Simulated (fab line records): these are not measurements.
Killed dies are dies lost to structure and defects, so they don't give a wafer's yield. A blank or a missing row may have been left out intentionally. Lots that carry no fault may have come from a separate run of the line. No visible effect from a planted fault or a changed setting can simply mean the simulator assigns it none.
Which tool did it? ; flow n5-finfet ; 9 lots with 24 wafers sampled at 5 steps, on a route of 1938 steps

WHAT EACH GAUGE READ, for each wafer
N5_BEOL_M4_RC_MEAS_101. Usual: DIBL_N 36.3 mV/V, standard deviation 1.9; DIBL_P 36.6 mV/V, standard deviation 2.4; IOFF_N 0.17 nA/um, standard deviation 0.037; IOFF_P 0.23 nA/um, standard deviation 0.04; ION_N 682 uA/um, standard deviation 14; ION_P 468 uA/um, standard deviation 8.6; SS_N 71.6 mV/dec, standard deviation 0.67; SS_P 73.4 mV/dec, standard deviation 0.71; VT_N 248 mV, standard deviation 3.3; VT_P -248.9 mV, standard deviation 2.9.
lot;measured;on;DIBL_N (mV/V);DIBL_P (mV/V);IOFF_N (nA/um);IOFF_P (nA/um);ION_N (uA/um);ION_P (uA/um);SS_N (mV/dec);SS_P (mV/dec);VT_N (mV);VT_P (mV);flag
L113;day 9 01:44;prober-02;38.4 35.0 38.3;39.9 36.2 40.1;0.23 0.15 0.21;0.31 0.23 0.29;712 681 688;486 475 474;71.0 71.3 72.5;73.5 73.2 74.1;242 248 246;-240.0 -247.9 -244.0;
L117;day 10 03:37;prober-02;37.1 33.7;37.6 33.6;0.19 0.13;0.25 0.19;682 674;470 470;72.1 70.5;74.1 72.3;244 250;-246.7 -251.4;
L119;day 10 12:25;prober-01;39.4 35.0;39.5 34.7;0.23 0.14;0.27 0.19;697 688;471 474;72.8 71.7;74.3 73.3;242 248;-245.8 -250.9;
L118;day 10 16:10;prober-01;36.6 36.2 35.3;38.8 39.4 37.3;0.17 0.18 0.16;0.26 0.27 0.23;672 678 668;461 467 466;72.5 72.5 71.7;73.7 74.5 73.5;247 245 248;-247.8 -245.6 -249.6;
L120;day 11 09:14;prober-02;37.4 37.6 37.3;36.5 36.8 36.2;0.17 0.18 0.15;0.21 0.22 0.20;672 683 674;460 463 463;72.0 71.8 71.9;73.4 73.4 72.7;250 247 252;-250.9 -249.2 -252.4;
L124;day 12 22:55;prober-02;33.3 35.7 37.1;30.8 33.8 35.7;0.14 0.18 0.20;0.19 0.24 0.27;660 678 709;459 474 488;71.3 71.8 71.4;72.0 73.0 73.6;252 246 245;-249.0 -246.6 -243.7;
L126;day 13 22:39;prober-01;37.7 39.6 38.3;39.2 40.3 38.9;0.20 0.25 0.20;0.25 0.26 0.24;690 694 688;472 473 468;71.7 72.6 72.4;73.4 74.0 73.3;245 247 251;-248.1 -247.4 -251.3;
L131;day 15 09:31;prober-02;36.8 35.5;36.7 34.5;0.18 0.15;0.25 0.21;694 689;483 476;71.5 70.9;73.7 73.3;249 252;-247.9 -248.4;
L130;day 15 16:10;prober-01;37.1 36.6 38.4;35.5 34.8 37.9;0.17 0.16 0.21;0.25 0.24 0.29;677 701 707;473 484 489;72.8 72.0 72.0;73.9 74.0 74.2;250 245 246;-244.3 -246.2 -245.7;

N5_BEOL_M13_OCD_MEAS_35. Usual: trench-depth-nm reads 412 nm (standard deviation 7.1).
lot;measured;on;trench-depth-nm (nm);flag
L113;day 12 03:59;ocd-01;408 414 409;
L117;day 13 12:54;ocd-01;- -;OFF
L119;day 13 11:53;ocd-01;- -;OFF
L118;day 13 19:10;ocd-02;- - -;OFF
L120;day 14 23:13;ocd-02;412 412 418;
L124;day 15 17:38;ocd-01;414 409 410;
L126;day 16 18:07;ocd-01;397 431 397;
L131;day 18 07:59;ocd-01;417 421;
L130;day 18 14:22;ocd-01;417 407 416;

WHAT TOOL EACH LOT RAN ON (gives the tool, then ch and the chambers of the sampled wafers, and finally the start)
lot;N5_BEOL_M13_DESCUM_15;N5_BEOL_M13_STRIP_64;N5_BEOL_M13_ETCH_67
L113;rie-diel-05 ch 0,1, day 12 02:28;plasma-asher-01 ch 0,1, day 12 02:51;rie-diel-06 ch 0,2,3, day 12 03:27
L117;rie-diel-06 ch 0,3, day 13 11:20;plasma-asher-01 ch 0,1, day 13 11:46;rie-diel-06 ch 2,3, day 13 12:22
L119;rie-diel-05 ch 0,3, day 13 10:08;plasma-asher-02 ch 0, day 13 10:31;rie-diel-05 ch 1,3, day 13 11:20
L118;rie-diel-01 ch 2,3, day 13 17:31;plasma-asher-02 ch 0,1, day 13 17:54;rie-diel-06 ch 0,3, day 13 18:37
L120;rie-diel-01 ch 0,1,3, day 14 21:34;plasma-asher-02 ch 0,1, day 14 21:58;rie-diel-06 ch 0,1, day 14 22:40
L124;rie-diel-05 ch 1,2, day 15 16:06;plasma-asher-01 ch 0,1, day 15 16:31;rie-diel-06 ch 0,1, day 15 17:05
L126;rie-diel-05 ch 2,3, day 16 16:28;plasma-asher-02 ch 0,1, day 16 16:50;rie-diel-05 ch 2,3, day 16 17:34
L131;rie-diel-01 ch 0, day 18 06:28;plasma-asher-01 ch 0, day 18 06:51;rie-diel-05 ch 0,2, day 18 07:26
L130;rie-diel-06 ch 0,2,3, day 18 12:50;plasma-asher-02 ch 0,1, day 18 13:14;rie-diel-05 ch 0,1, day 18 13:49
- N5_BEOL_M13_DESCUM_15: chemistry O2, time 7.9 s.
- N5_BEOL_M13_STRIP_64: strips in N2/H2.
- N5_BEOL_M13_ETCH_67: etches SiARC in CF4, target depth 143 nm, time 238.3 s.

AS READ BY THE TOOLS THEMSELVES (means over the sampled wafers that have a number; for cases with no such wafer, the mark the record gives instead)
N5_BEOL_M13_DESCUM_15. Usual: drypump-motor-current-A 5.46 A, standard deviation 0.29; oes-product-au 0.81 a.u., standard deviation 0.094; rf-vpp-V 243.3 V, standard deviation 1.5; showerhead-plenum-p-Torr 2.10 Torr, standard deviation 0.078; throttle-valve-pct 20.5 %, standard deviation 0.32.
lot;tool;drypump-motor-current-A (A);oes-product-au (a.u.);rf-vpp-V (V);showerhead-plenum-p-Torr (Torr);throttle-valve-pct (%);flag
L113;rie-diel-05;5.55;0.79;243.4;2.12;20.4;
L117;rie-diel-06;5.78;0.73;242.1;2.02;20.2;
L119;rie-diel-05;5.22;0.80;244.1;2.09;20.6;
L118;rie-diel-01;5.65;0.76;243.5;2.13;20.6;
L120;rie-diel-01;5.42;0.88;244.1;2.16;20.3;
L124;rie-diel-05;5.60;0.79;242.8;2.07;20.5;
L126;rie-diel-05;5.21;0.76;240.9;2.01;20.8;
L131;rie-diel-01;5.18;0.87;243.9;2.12;20.1;
L130;rie-diel-06;5.88;0.70;242.3;2.00;20.4;

N5_BEOL_M13_STRIP_64. Usual: drypump-motor-current-A 5.4 A, standard deviation 0.34; heater-power-w 353 W, standard deviation 52; oes-product-au 0.716 a.u., standard deviation 0.0048; strip-time-to-endpoint-s 31.32 s, standard deviation 0.078.
lot;tool;drypump-motor-current-A (A);heater-power-w (W);oes-product-au (a.u.);strip-time-to-endpoint-s (s);flag
L113;plasma-asher-01;5.4;329;0.716;31.35;
L117;plasma-asher-01;5.3;314;0.719;31.24;
L119;plasma-asher-02;5.0;348;0.720;31.28;
L118;plasma-asher-02;5.3;375;0.719;31.26;
L120;plasma-asher-02;5.3;370;0.713;31.21;
L124;plasma-asher-01;5.3;300;0.717;31.43;
L126;plasma-asher-02;5.3;374;0.718;31.30;
L131;plasma-asher-01;5.6;362;0.719;31.42;
L130;plasma-asher-02;5.3;372;0.716;31.28;

N5_BEOL_M13_ETCH_67. Usual: bias-w 36.00 W, standard deviation 0.11; cf4-flow-sccm 99.98 sccm, standard deviation 0.3; drypump-motor-current-A 5.6 A, standard deviation 0.37; etch-rf-on-time-s 240 s, standard deviation 10; oes-product-au 0.67 a.u., standard deviation 0.07; rf-vpp-V 183.8 V, standard deviation 1.2; showerhead-plenum-p-Torr 2.13 Torr, standard deviation 0.073; throttle-valve-pct 15.63 %, standard deviation 0.28.
lot;tool;bias-w (W);cf4-flow-sccm (sccm);drypump-motor-current-A (A);etch-rf-on-time-s (s);oes-product-au (a.u.);rf-vpp-V (V);showerhead-plenum-p-Torr (Torr);throttle-valve-pct (%);flag
L113;rie-diel-06;35.88;100.03;5.9;232;0.64;183.1;2.07;15.62;
L117;rie-diel-06;-;-;-;-;-;-;-;-;OFF
L119;rie-diel-05;-;-;-;-;-;-;-;-;OFF
L118;rie-diel-06;-;-;-;-;-;-;-;-;OFF
L120;rie-diel-06;35.98;100.32;5.3;238;0.65;183.4;2.11;15.57;
L124;rie-diel-06;35.95;100.03;5.4;241;0.67;182.8;2.09;15.52;
L126;rie-diel-05;35.87;99.79;5.2;243;0.64;182.7;2.06;15.97;
L131;rie-diel-05;36.08;100.06;5.4;229;0.76;184.3;2.18;15.47;
L130;rie-diel-05;35.90;99.60;5.4;231;0.70;184.9;2.21;15.66;

THE ANSWER, worked out from the rows above alone
Rule: a lot is off if the mean of its wafers that have a number lies more than 3 standard deviations from the usual mean. Also off: a lot with no number at a reading for which 4 or more lots have one. The other lots that the step has rows for count as sound. Order of review: gauges by route order, followed by the tools' own readings, for which a lot's mean as printed above is used. At the first step where some lot is off, the reading lying furthest off is the one used; lots without a number count as furthest.
Off: L117, L119, L118 (N5_BEOL_M13_OCD_MEAS_35, trench-depth-nm). Without a number there: L117, L119, L118.
If a tool, at a process step before that reading, ran all the lots that are off and no sound lot after the first of them, it fits. The gauges at N5_BEOL_M13_OCD_MEAS_35 aren't tried: what is off there is off at N5_BEOL_M13_ETCH_67 too, on other tools, and a gauge's error can't cause that. None of those tried fits.

WHAT THE SIMULATOR HAD INSERTED
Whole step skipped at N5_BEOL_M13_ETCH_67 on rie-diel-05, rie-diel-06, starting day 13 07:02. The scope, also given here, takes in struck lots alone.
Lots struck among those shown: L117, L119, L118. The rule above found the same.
